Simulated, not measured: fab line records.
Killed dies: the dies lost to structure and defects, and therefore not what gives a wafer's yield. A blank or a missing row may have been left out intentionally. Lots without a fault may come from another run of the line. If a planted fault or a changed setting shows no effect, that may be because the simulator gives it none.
Struck lot and sound lot, side by side + flow nand_harc + 12 out of 1159 route steps
Sound: wafers L390.1, L390.5, L390.6. Struck: wafers L404.1, L404.4, L404.6. The cause is given at the end.
For every step that has rows: the tool of each side, followed by ch and its chambers, followed by its first start. Under that, the readings that differ: sound wafers + struck wafers + difference of the means + sigmas: that difference in standard deviations of wafers without a fault.
alike: readings with means less than 2 such deviations apart, plus words and numbers identical on both sides. not compared: withheld readings, readings lacking a value on some wafer, bounds such as >300 that could conceal the same value, and numbers that have no deviation in the record and whose values overlap.
Wherever a step has rows on one side only, a row that says differs or no value, or a row with sigmas, the two part there. Numbers that have no deviation but don't overlap get no sigmas and don't part them. Lack of a reading on every wafer of one side parts them only where that side has two or more wafers.

first, 2 steps without rows for these wafers: NHARC_A_SOURCE_PLATE_SRD_01; NHARC_A_SOURCE_PLATE_OXIDE_02 (material SiO2, target thk 10 nm, ox time 1362 s).
NHARC_A_SOURCE_PLATE_THK_MEAS_09: measures by ellipsometry.
  sound: film_metro-01 at day 7 05:26; struck: film_metro-01 at day 10 22:58
  alike: thk_nm
then, 3 steps without rows for these wafers: NHARC_A_SOURCE_PLATE_PVD_04 (deposits WSi2, target thk 50 nm); NHARC_A_SOURCE_PLATE_CVD_03 (deposits poly-Si, target thk 200 nm, time 4000 s); NHARC_A_SOURCE_PLATE_ANNEAL_05 (time 1800 s).
NHARC_A_SOURCE_PLATE_THK_MEAS_06: measures by ellipsometry.
  sound: film_metro-02 at day 7 19:08; struck: film_metro-01 at day 11 12:02
  alike: thk_nm
NHARC_A_SOURCE_PLATE_INSPECT_08:
  sound: defect_inspect-01 at day 7 19:13; struck: defect_inspect-01 at day 11 12:07
  alike: raw_defect_count
then, 1 step without rows for these wafers: NHARC_A_ONON_D1_DEP_00 (target thk 1000 nm).
NHARC_A_ONON_D1_THK_MEAS_02: measures by ellipsometry.
  sound: film_metro-01 at day 7 19:47; struck: film_metro-01 at day 11 12:41
  alike: thk_nm
NHARC_A_ONON_D1_DEP_03: target thk 1000 nm.
  sound on pecvd_onon-04 ch 0, day 7 19:50; struck on pecvd_onon-02, day 11 12:45
  no value came back on the struck wafers for n2_flow_sccm (sccm), n2o_flow_sccm (sccm); on the sound wafers n2_flow_sccm (sccm) reads 2761 2755 2751
-- break in the record here, with 12 days between the starts of the struck wafers on either side (left off in module A_ONON_D1, picked up again in module END, where the first step shown is number 1159 on the route) --
NHARC_END_SORT_01:
  the record has rows for the struck wafers here (prober-02 ch 0, day 23 03:17) and none for the sound ones

## WHERE THEY PART
At NHARC_A_ONON_D1_DEP_03 first; at NHARC_END_SORT_01 last (within this record only).

WHY: what had been put in by the simulator
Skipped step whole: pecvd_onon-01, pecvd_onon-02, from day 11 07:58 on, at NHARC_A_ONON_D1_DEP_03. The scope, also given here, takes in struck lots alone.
